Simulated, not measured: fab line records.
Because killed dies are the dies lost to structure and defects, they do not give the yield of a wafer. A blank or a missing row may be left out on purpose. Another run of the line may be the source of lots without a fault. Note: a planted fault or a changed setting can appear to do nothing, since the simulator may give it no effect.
fab line records	flow nand_harc	part 1 of 2: steps 1 to 21 of 28
[record] lots = 5	wafers = 15	last_day = 33
route steps=1302 shown A_CONTACT@1031
lots untouched by any fault: they come from a run of this same line in which no faults occurred
start_h: hours from the record's opening day to when the first of the lot's shown wafers began	wait_h: hours elapsed since this lot's preceding step	" unchanged from the row above	L1.1+2: several wafers, shown together as one row	- no value, or no start was given	* or withheld: withheld	< > ~ a bound
route shown NAME@n: a module of which the file shows steps, and the number in the route of the first	usual: average and standard deviation across the fault-free wafers	same: alike in all rows	chamber/n: place in a boat	sites: each site's reading	_std_site: the standard deviation of these	_edge_site: the outer-site mean with the inner-site mean subtracted	radius_mm: how far each site lies from the wafer's centre	mask NAME#n: copy n	behind: tool/chamber where the wafer was last shaped	hold: cause of the lot's hold/its duration in hours/its outcome	device: names the non-switching transistor (n, p or np)	end of line: tests of these same wafers at the route's end	a step without rows: its recipe alone	killed: not the wafer's yield, but the dies lost to structure and defects at the first sort	map: the dies of a wafer, with x for killed, . for not killed, _ for no die there
set.NAME: the run value of the setting; set.NAME@STEP: its run value at that earlier step	model.NAME: the simulator's own value behind a step, which no gauge read
lots at some steps of the route; a table a step, a row a wafer
services: a tool's chamber out of use, with start hour (start_h, from the record's first day; less than 0 if before it), hours out, and reason
[[steps]]
[step NHARC_A_CONTACT_COAT_61]
[recipe] temp_c = 260	time_s = 75
[usual] plate_temp_C = 259.95/0.17
[same] time_s = 75
lot.wafer	tool	chamber	start_h	wait_h	plate_temp_C
L079.1	litho_track-01	0	-	-	260.30
L079.2	"	0	"	"	260.02
L079.5	"	0	"	"	259.86
L081.1	litho_track-01	0	-	-	259.89
L081.4	"	0	"	"	259.96
L081.5	"	0	"	"	259.92
L093.2	litho_track-06	0	-	-	260.09
L093.3	"	0	"	"	259.80
L093.5	"	0	"	"	259.73
L095.3	litho_track-01	0	-	-	259.60
L095.5	"	0	"	"	259.95
L095.6	"	0	"	"	259.90
L097.3	litho_track-06	0	-	-	259.77
L097.4	"	0	"	"	259.52
L097.6	"	0	"	"	259.59
[step NHARC_A_CONTACT_COAT_62]
[recipe] temp_c = 225	time_s = 65
[usual] plate_temp_C = 225.03/0.15
[same] time_s = 65
lot.wafer	tool	chamber	start_h	wait_h	plate_temp_C
L079.1	litho_track-01	0	-	-	225.18
L079.2	"	0	"	"	224.88
L079.5	"	0	"	"	225.08
L081.1	litho_track-01	0	-	-	224.74
L081.4	"	0	"	"	224.90
L081.5	"	0	"	"	225.09
L093.2	litho_track-06	0	-	-	225.07
L093.3	"	0	"	"	224.93
L093.5	"	0	"	"	224.95
L095.3	litho_track-01	0	-	-	225.21
L095.5	"	0	"	"	225.00
L095.6	"	0	"	"	225.04
L097.3	litho_track-06	0	-	-	224.84
L097.4	"	0	"	"	225.02
L097.6	"	0	"	"	225.13
[step NHARC_A_CONTACT_COAT_63]
[recipe] spin_rpm = 1500	resist_thk_nm = 90
[usual] dispense_pressure_kPa = 51/3.8
lot.wafer	tool	chamber	start_h	wait_h	dispense_pressure_kPa
L079.1	litho_track-01	0	-	-	54
L079.2	"	0	"	"	54
L079.5	"	0	"	"	54
L081.1	litho_track-01	0	-	-	54
L081.4	"	0	"	"	54
L081.5	"	0	"	"	54
L093.2	litho_track-06	0	-	-	47
L093.3	"	0	"	"	47
L093.5	"	0	"	"	47
L095.3	litho_track-01	0	-	-	54
L095.5	"	0	"	"	54
L095.6	"	0	"	"	54
L097.3	litho_track-06	0	-	-	47
L097.4	"	0	"	"	47
L097.6	"	0	"	"	47
[step NHARC_A_CONTACT_SOFTBAKE_64]
[recipe] temp_c = 105	time_s = 55
[usual] plate_temp_C = 104.98/0.15
[same] time_s = 55
lot.wafer	tool	chamber	start_h	wait_h	plate_temp_C
L079.1	litho_track-01	0	-	-	105.15
L079.2	"	0	"	"	105.17
L079.5	"	0	"	"	105.06
L081.1	litho_track-01	0	-	-	104.81
L081.4	"	0	"	"	104.60
L081.5	"	0	"	"	104.82
L093.2	litho_track-06	0	-	-	105.31
L093.3	"	0	"	"	105.07
L093.5	"	0	"	"	105.36
L095.3	litho_track-01	0	-	-	104.86
L095.5	"	0	"	"	104.74
L095.6	"	0	"	"	104.91
L097.3	litho_track-06	0	-	-	104.77
L097.4	"	0	"	"	104.91
L097.6	"	0	"	"	105.00
[step NHARC_A_CONTACT_EBR_65]
lot.wafer	tool	chamber	start_h	wait_h
L079.1+2+5	litho_track-01	0	-	-
L081.1+4+5	litho_track-01	0	-	-
L093.2+3+5	litho_track-06	0	-	-
L095.3+5+6	litho_track-01	0	-	-
L097.3+4+6	litho_track-06	0	-	-
[step NHARC_A_CONTACT_EXPOSE_66]
[recipe] na = 1.35	sigma_outer = 0.8	dose_mj = 59.02	mask_id = A_CC_2
lot.wafer	tool	chamber	start_h	wait_h	mask
L079.1+2+5	arfi_scanner-01	0	566.17	-	A_CC_2#0
L081.1+4+5	arfi_scanner-03	0	581.65	-	A_CC_2#0
L093.2+3+5	arfi_scanner-03	0	703.66	-	A_CC_2#0
L095.3+5+6	arfi_scanner-01	0	722.75	-	A_CC_2#0
L097.3+4+6	arfi_scanner-01	0	730.57	-	A_CC_2#0
[step NHARC_A_CONTACT_PEB_67]
[recipe] peb_temp_c = 100	peb_time_s = 65
[usual] plate_temp_C = 100.03/0.13
[same] peb_time_s = 65
lot.wafer	tool	chamber	start_h	wait_h	plate_temp_C
L079.1	litho_track-04	0	566.23	0.1	99.95
L079.2	"	0	"	"	99.78
L079.5	"	0	"	"	99.95
L081.1	litho_track-04	0	581.71	0.1	99.96
L081.4	"	0	"	"	100.03
L081.5	"	0	"	"	100.02
L093.2	litho_track-01	0	703.71	0.1	100.18
L093.3	"	0	"	"	100.00
L093.5	"	0	"	"	99.90
L095.3	litho_track-06	0	722.81	0.1	99.76
L095.5	"	0	"	"	99.98
L095.6	"	0	"	"	99.73
L097.3	litho_track-06	0	730.63	0.0	100.13
L097.4	"	0	"	"	100.19
L097.6	"	0	"	"	100.17
[step NHARC_A_CONTACT_DEVELOP_68]
[recipe] develop_time_s = 35	dev_temp_c = 23
lot.wafer	tool	chamber	start_h	wait_h
L079.1+2+5	litho_track-04	0	-	-
L081.1+4+5	litho_track-04	0	-	-
L093.2+3+5	litho_track-01	0	-	-
L095.3+5+6	litho_track-06	0	-	-
L097.3+4+6	litho_track-06	0	-	-
[step NHARC_A_CONTACT_CD_MEAS_69]
[recipe] target_cd_nm = 300	landing_energy_ev = 500
[usual] cd_nm = 299.6/0.54
lot.wafer	tool	chamber	start_h	wait_h	cd_nm
L079.1	cd_sem-02	0	566.31	-	298.8
L079.2	"	0	"	"	299.4
L079.5	"	0	"	"	299.4
L081.1	cd_sem-03	0	581.79	-	299.3
L081.4	"	0	"	"	299.5
L081.5	"	0	"	"	299.0
L093.2	cd_sem-02	0	703.80	-	299.0
L093.3	"	0	"	"	298.8
L093.5	"	0	"	"	299.7
L095.3	cd_sem-02	0	722.89	-	300.3
L095.5	"	0	"	"	299.7
L095.6	"	0	"	"	299.6
L097.3	cd_sem-01	0	730.71	-	300.5
L097.4	"	0	"	"	299.6
L097.6	"	0	"	"	300.3
[step NHARC_A_CONTACT_OVL_MEAS_70]
[usual] overlay_x_nm = -0.1/0.78	overlay_y_nm = -0.1/0.66
lot.wafer	tool	chamber	start_h	wait_h	overlay_x_nm	overlay_y_nm
L079.1	overlay-02	-	566.39	-	-1.0	-0.1
L079.2	"	-	"	"	-1.3	0.0
L079.5	"	-	"	"	-1.0	0.0
L081.1	overlay-02	-	581.88	-	-0.1	-1.7
L081.4	"	-	"	"	-0.1	-1.6
L081.5	"	-	"	"	0.4	-1.3
L093.2	overlay-01	-	703.88	-	0.1	-0.2
L093.3	"	-	"	"	-0.1	-0.2
L093.5	"	-	"	"	-0.6	0.3
L095.3	overlay-02	-	722.98	-	-1.0	0.6
L095.5	"	-	"	"	-0.8	-0.1
L095.6	"	-	"	"	-1.1	0.4
L097.3	overlay-02	-	730.80	-	0.0	-0.6
L097.4	"	-	"	"	-0.2	-0.2
L097.6	"	-	"	"	-0.1	0.1
[step NHARC_A_CONTACT_INSPECT_71]
[usual] raw_defect_count = 72/40
lot.wafer	tool	chamber	start_h	wait_h	raw_defect_count
L079.1	defect_inspect-02	-	566.43	0.0	119
L079.2	"	-	"	"	117
L079.5	"	-	"	"	119
L081.1	defect_inspect-02	-	581.92	0.0	69
L081.4	"	-	"	"	68
L081.5	"	-	"	"	67
L093.2	defect_inspect-01	-	703.92	0.0	31
L093.3	"	-	"	"	31
L093.5	"	-	"	"	31
L095.3	defect_inspect-01	-	723.01	0.0	49
L095.5	"	-	"	"	69
L095.6	"	-	"	"	56
L097.3	defect_inspect-02	-	730.83	0.0	51
L097.4	"	-	"	"	71
L097.6	"	-	"	"	78
[step NHARC_A_CONTACT_DESCUM_74]
[recipe] time_s = 3	o2_flow_sccm = 200	ar_flow_sccm = 0	bias_power_w = 0	chemistry = O2
[usual] drypump_motor_current_A = 5.7/0.5	oes_product_au = 1.002/0.0098	rf_vpp_V = 57.8/0.92	showerhead_plenum_p_Torr = 1.91/0.082	throttle_valve_pct = 11.311/0.01
[same] time_s = 3
lot.wafer	tool	chamber	start_h	wait_h	drypump_motor_current_A	oes_product_au	rf_hours_counter_h	rf_vpp_V	showerhead_plenum_p_Torr	throttle_valve_pct
L079.2	rie_diel-13	3	566.50	0.1	5.5	1.015	10	58.8	2.07	11.310
L079.1	"	0	"	"	6.0	1.020	11	58.5	1.83	11.325
L079.5	"	2	"	"	5.3	0.992	-	57.1	1.80	11.309
L081.1	rie_diel-08	0	581.98	0.1	6.3	0.984	4	57.2	1.86	11.308
L081.5	"	0	"	"	6.3	0.990	-	58.6	1.86	11.316
L081.4	"	3	"	"	5.7	1.009	-	57.9	1.94	11.311
L093.2	rie_diel-02	0	704.00	0.1	5.3	1.012	48	57.2	1.94	11.300
L093.3	"	1	"	"	6.4	0.996	44	58.9	2.04	11.334
L093.5	"	3	"	"	4.7	0.995	-	58.2	1.90	11.326
L095.3	rie_diel-13	2	723.08	0.1	5.3	1.005	4	58.5	1.79	11.286
L095.6	"	1	"	"	5.9	1.008	-	57.2	1.92	11.315
L095.5	"	0	"	"	6.1	1.017	-	56.6	1.82	11.315
L097.4	rie_diel-02	3	730.89	0.1	4.7	0.997	57	55.2	1.89	11.314
L097.3	"	2	"	"	5.4	1.001	52	58.7	1.88	11.314
L097.6	"	0	"	"	5.3	1.010	-	58.3	1.94	11.305
[step NHARC_A_CONTACT_ETCH_75]
[recipe] target_depth_a = 390	over_etch_frac = 0.3	time_s = 65	ion_energy_ev = 80	cf4_flow_sccm = 150	ar_flow_sccm = 0	rf_w = 300	bias_w = 100	chemistry = CF4
[usual] bias_w = 100.0/0.31	drypump_motor_current_A = 5.7/0.51	oes_product_au = 1.001/0.011	rf_vpp_V = 151.2/1.1	showerhead_plenum_p_Torr = 1.76/0.07	throttle_valve_pct = 13.284/0.0086
[same] time_s = 65
lot.wafer	tool	chamber	start_h	wait_h	bias_w	drypump_motor_current_A	oes_product_au	rf_hours_counter_h	rf_vpp_V	showerhead_plenum_p_Torr	throttle_valve_pct
L079.2	rie_diel-13	3	566.58	0.1	99.6	5.5	1.009	10	152.3	1.91	13.301
L079.1	"	0	"	"	100.0	6.0	1.007	11	149.7	1.70	13.281
L079.5	"	3	"	"	99.9	5.5	1.006	-	153.9	1.91	13.278
L081.1	rie_diel-08	3	582.10	0.1	100.2	5.7	1.005	4	152.5	1.79	13.279
L081.4	"	0	"	"	99.6	6.3	0.992	-	150.3	1.73	13.276
L081.5	"	3	"	"	100.3	5.7	0.996	-	152.0	1.79	13.284
L093.3	rie_diel-02	0	704.07	0.1	100.0	5.2	1.007	48	151.5	1.79	13.288
L093.2	"	2	"	"	100.3	5.4	0.993	43	151.4	1.74	13.289
L093.5	"	3	"	"	99.9	4.7	1.004	-	150.0	1.76	13.278
L095.3	rie_diel-13	2	723.17	0.1	100.6	5.3	1.000	4	150.1	1.66	13.305
L095.6	"	2	"	"	100.8	5.3	0.997	-	150.2	1.66	13.288
L095.5	"	1	"	"	99.8	5.9	1.010	-	151.6	1.78	13.278
L097.3	rie_diel-02	0	730.98	0.1	100.4	5.3	1.010	55	150.2	1.79	13.297
L097.4	"	3	"	"	99.7	4.7	1.012	57	150.6	1.75	13.287
L097.6	"	0	"	"	100.4	5.3	1.011	-	151.4	1.79	13.288
[step NHARC_A_CONTACT_ETCH_76]
[recipe] target_depth_a = 2600	over_etch_frac = 0.3	time_s = 475.3	ion_energy_ev = 200	n2_flow_sccm = 150	h2_flow_sccm = 150	ar_flow_sccm = 0	rf_w = 400	bias_w = 150	chemistry = N2/H2
[usual] bias_w = 150.0/0.44	drypump_motor_current_A = 5.7/0.51	n2_flow_sccm = 150.0/0.46	oes_product_au = 1.002/0.0098	rf_vpp_V = 430.3/2.6	showerhead_plenum_p_Torr = 2.03/0.088	throttle_valve_pct = 14.172/0.0091
[same] time_s = 475.3
lot.wafer	tool	chamber	start_h	wait_h	bias_w	drypump_motor_current_A	n2_flow_sccm	oes_product_au	rf_hours_counter_h	rf_vpp_V	showerhead_plenum_p_Torr	throttle_valve_pct
L079.2	rie_diel-13	2	-	-	150.1	5.3	150.0	0.996	11	427.4	1.92	14.179
L079.1	"	3	"	"	150.2	5.4	150.6	1.009	10	435.9	2.21	14.163
L079.5	"	0	"	"	149.4	6.0	150.3	1.020	-	428.3	1.95	14.167
L081.1	rie_diel-08	2	-	-	150.5	6.1	150.2	1.017	4	426.7	1.91	14.160
L081.4	"	0	"	"	150.1	6.3	150.0	0.988	-	428.4	1.98	14.180
L081.5	"	2	"	"	150.2	6.1	150.4	1.014	-	427.4	1.91	14.162
L093.3	rie_diel-02	3	-	-	150.2	4.7	149.8	1.001	47	430.2	2.02	14.190
L093.2	"	0	"	"	150.4	5.3	150.1	0.998	48	431.9	2.07	14.165
L093.5	"	2	"	"	149.9	5.4	149.1	1.009	-	429.3	2.01	14.170
L095.3	rie_diel-13	2	-	-	149.9	5.3	149.4	1.002	4	427.0	1.90	14.184
L095.5	"	0	"	"	149.8	6.1	149.5	1.024	-	428.1	1.94	14.160
L095.6	"	2	"	"	150.2	5.3	149.9	1.006	-	427.2	1.90	14.174
L097.4	rie_diel-02	2	-	-	150.7	5.4	149.8	0.997	52	429.7	2.00	14.183
L097.3	"	1	"	"	150.1	6.4	149.5	0.982	51	435.5	2.18	14.173
L097.6	"	3	"	"	150.0	4.7	149.5	0.992	-	430.2	2.02	14.166
[step NHARC_A_CONTACT_ETCH_77]
[recipe] target_depth_a = 1089	time_s = 54.5	cf4_flow_sccm = 100	chf3_flow_sccm = 30	ar_flow_sccm = 0	rf_w = 500	bias_w = 200	chemistry = CF4/CHF3
[usual] bias_w = 200.0/0.61	drypump_motor_current_A = 5.7/0.51	oes_product_au = 0.933/0.02	rf_vpp_V = 370.6/2.2	showerhead_plenum_p_Torr = 1.57/0.063	throttle_valve_pct = 16.804/0.0089
[same] time_s = 54.5
lot.wafer	tool	chamber	start_h	wait_h	bias_w	drypump_motor_current_A	oes_product_au	rf_hours_counter_h	rf_vpp_V	showerhead_plenum_p_Torr	throttle_valve_pct
L079.1	rie_diel-13	1	-	-	200.3	5.9	0.909	11	370.7	1.59	16.810
L079.2	"	2	"	"	200.2	5.4	0.912	11	365.8	1.49	16.796
L079.5	"	2	"	"	201.0	5.3	0.911	-	367.0	1.49	16.823
L081.1	rie_diel-08	3	-	-	200.7	5.7	0.931	4	371.8	1.59	16.802
L081.4	"	1	"	"	200.1	6.0	0.924	2	368.9	1.54	16.811
L081.5	"	2	"	"	200.0	6.1	0.931	-	367.2	1.48	16.805
L093.3	rie_diel-02	0	-	-	199.8	5.2	0.930	48	372.0	1.60	16.812
L093.2	"	2	"	"	200.0	5.4	0.918	43	369.0	1.55	16.814
L093.5	"	1	"	"	199.8	6.4	0.931	-	373.5	1.67	16.804
L095.3	rie_diel-13	2	-	-	199.3	5.3	0.912	4	366.6	1.48	16.795
L095.6	"	1	"	"	199.1	5.9	0.931	-	370.5	1.58	16.801
L095.5	"	0	"	"	200.7	6.1	0.935	-	368.7	1.50	16.804
L097.4	rie_diel-02	0	-	-	200.6	5.2	0.930	57	370.7	1.59	16.781
L097.3	"	2	"	"	199.3	5.4	0.929	57	368.5	1.55	16.822
L097.6	"	0	"	"	200.3	5.2	0.928	-	371.4	1.59	16.793
[step NHARC_A_CONTACT_ETCH_78]
[recipe] target_depth_a = 53000	over_etch_frac = 0.3	time_s = 1378	ion_energy_ev = 150	o2_flow_sccm = 400	cos_flow_sccm = 20	ar_flow_sccm = 0	rf_w = 500	bias_w = 300	chemistry = O2/COS
[usual] bias_w = 300.0/0.86	drypump_motor_current_A = 5.7/0.51	oes_product_au = 1.001/0.01	rf_vpp_V = 314.1/1.8	showerhead_plenum_p_Torr = 3.11/0.12	throttle_valve_pct = 28.330/0.0082
[same] time_s = 1378
lot.wafer	tool	chamber	start_h	wait_h	bias_w	drypump_motor_current_A	oes_product_au	rf_hours_counter_h	rf_vpp_V	showerhead_plenum_p_Torr	throttle_valve_pct
L079.1	rie_diel-13	2	-	-	299.4	5.3	0.978	11	311.7	2.95	28.332
L079.2	"	3	"	"	301.6	5.5	1.013	11	317.2	3.37	28.323
L079.5	"	1	"	"	298.7	5.9	1.000	-	313.6	3.16	28.334
L081.1	rie_diel-08	2	-	-	299.9	6.2	1.004	4	311.6	2.93	28.316
L081.4	"	3	"	"	299.8	5.7	1.000	4	316.7	3.16	28.335
L081.5	"	1	"	"	300.5	6.1	0.984	-	312.2	3.05	28.329
L093.3	rie_diel-02	3	-	-	297.0	4.7	1.015	48	313.5	3.10	28.320
L093.2	"	0	"	"	300.3	5.3	1.014	49	314.3	3.17	28.337
L093.5	"	3	"	"	298.1	4.7	1.014	-	312.6	3.10	28.306
L095.3	rie_diel-13	0	-	-	299.8	6.1	1.005	6	312.0	2.98	28.331
L095.6	"	0	"	"	298.9	6.1	1.000	-	311.9	2.98	28.338
L095.5	"	2	"	"	300.8	5.3	0.993	-	311.9	2.93	28.326
L097.4	rie_diel-02	3	-	-	298.4	4.7	0.995	61	315.2	3.09	28.336
L097.3	"	2	"	"	299.5	5.4	1.001	57	312.2	3.07	28.330
L097.6	"	0	"	"	301.2	5.3	1.010	-	314.5	3.16	28.323
[step NHARC_A_CONTACT_ETCH_124]
[recipe] source_w = withheld	pressure_mtorr = 20	bias_v = withheld	time_s = 140	target_depth_a = 7000	ar_flow_sccm = withheld	c4f8_flow_sccm = withheld	o2_flow_sccm = withheld	chemistry = C4F8/O2/Ar
[same] time_s = 140
lot.wafer	tool	chamber	start_h	wait_h	rf_hours_counter_h
L079.2	har_cap_etch-02	1	568.03	-	94
L079.1	"	0	"	"	94
L079.5	"	0	"	"	-
L081.1	har_cap_etch-03	0	583.66	-	55
L081.4	"	0	"	"	-
L081.5	"	1	"	"	-
L093.2	har_cap_etch-03	1	705.67	-	78
L093.3	"	1	"	"	-
L093.5	"	1	"	"	-
L095.3	har_cap_etch-02	0	725.05	-	-
L095.5	"	0	"	"	-
L095.6	"	1	"	"	-
L097.3	har_cap_etch-02	1	735.40	-	-
L097.4	"	0	"	"	-
L097.6	"	1	"	"	-
[step NHARC_A_CONTACT_ETCH_125]
[recipe] source_w = withheld	pressure_mtorr = 20	bias_v = 3000	time_s = 197	target_depth_a = 19180	ar_flow_sccm = withheld	c4f8_flow_sccm = withheld	o2_flow_sccm = withheld	chemistry = C4F8/O2/Ar
[same] time_s = 197
lot.wafer	tool	chamber	start_h	wait_h	rf_hours_counter_h
L079.2	har_cap_etch-02	1	568.30	0.2	94
L079.1	"	0	"	"	94
L079.5	"	0	"	"	-
L081.1	har_cap_etch-03	0	583.86	0.2	55
L081.4	"	0	"	"	-
L081.5	"	1	"	"	-
L093.2	har_cap_etch-03	1	705.87	0.2	78
L093.3	"	1	"	"	-
L093.5	"	1	"	"	-
L095.3	har_cap_etch-02	0	725.24	0.2	-
L095.5	"	0	"	"	-
L095.6	"	1	"	"	-
L097.3	har_cap_etch-02	1	735.59	0.2	-
L097.4	"	0	"	"	-
L097.6	"	1	"	"	-
[step NHARC_A_CONTACT_ETCH_126]
[recipe] source_w = withheld	pressure_mtorr = 20	bias_v = 3000	time_s = 197	target_depth_a = 19180	ar_flow_sccm = withheld	c4f8_flow_sccm = withheld	o2_flow_sccm = withheld	chemistry = C4F8/O2/Ar
[same] time_s = 197
lot.wafer	tool	chamber	start_h	wait_h	rf_hours_counter_h
L079.2	har_cap_etch-02	1	568.54	0.2	94
L079.1	"	0	"	"	94
L079.5	"	0	"	"	-
L081.1	har_cap_etch-03	0	584.03	0.1	55
L081.4	"	0	"	"	-
L081.5	"	1	"	"	-
L093.2	har_cap_etch-03	1	706.05	0.1	78
L093.3	"	1	"	"	-
L093.5	"	1	"	"	-
L095.3	har_cap_etch-02	0	725.42	0.1	-
L095.5	"	0	"	"	-
L095.6	"	1	"	"	-
L097.3	har_cap_etch-02	1	735.77	0.1	-
L097.4	"	0	"	"	-
L097.6	"	1	"	"	-
[step NHARC_A_CONTACT_ETCH_127]
[recipe] source_w = withheld	pressure_mtorr = 20	bias_v = 3000	time_s = 197	target_depth_a = 19180	ar_flow_sccm = withheld	c4f8_flow_sccm = withheld	o2_flow_sccm = withheld	chemistry = C4F8/O2/Ar
[same] time_s = 197
lot.wafer	tool	chamber	start_h	wait_h	rf_hours_counter_h
L079.2	har_cap_etch-02	1	568.77	0.2	94
L079.1	"	0	"	"	94
L079.5	"	0	"	"	-
L081.1	har_cap_etch-03	0	584.21	0.1	55
L081.4	"	0	"	"	-
L081.5	"	1	"	"	-
L093.2	har_cap_etch-03	1	706.22	0.1	78
L093.3	"	1	"	"	-
L093.5	"	1	"	"	-
L095.3	har_cap_etch-02	0	725.60	0.1	-
L095.5	"	0	"	"	-
L095.6	"	1	"	"	-
L097.3	har_cap_etch-02	1	735.95	0.1	-
L097.4	"	0	"	"	-
L097.6	"	1	"	"	-
[step NHARC_A_CONTACT_ETCH_128]
[recipe] source_w = withheld	pressure_mtorr = 20	bias_v = 3000	time_s = 197	target_depth_a = 19180	ar_flow_sccm = withheld	c4f8_flow_sccm = withheld	o2_flow_sccm = withheld	chemistry = C4F8/O2/Ar
[same] time_s = 197
lot.wafer	tool	chamber	start_h	wait_h	rf_hours_counter_h
L079.2	har_cap_etch-02	1	569.01	0.2	94
L079.1	"	0	"	"	94
L079.5	"	0	"	"	-
L081.1	har_cap_etch-03	0	584.39	0.1	55
L081.4	"	0	"	"	-
L081.5	"	1	"	"	-
L093.2	har_cap_etch-03	1	706.40	0.1	78
L093.3	"	1	"	"	-
L093.5	"	1	"	"	-
L095.3	har_cap_etch-02	0	725.77	0.1	-
L095.5	"	0	"	"	-
L095.6	"	1	"	"	-
L097.3	har_cap_etch-02	1	736.13	0.1	-
L097.4	"	0	"	"	-
L097.6	"	1	"	"	-
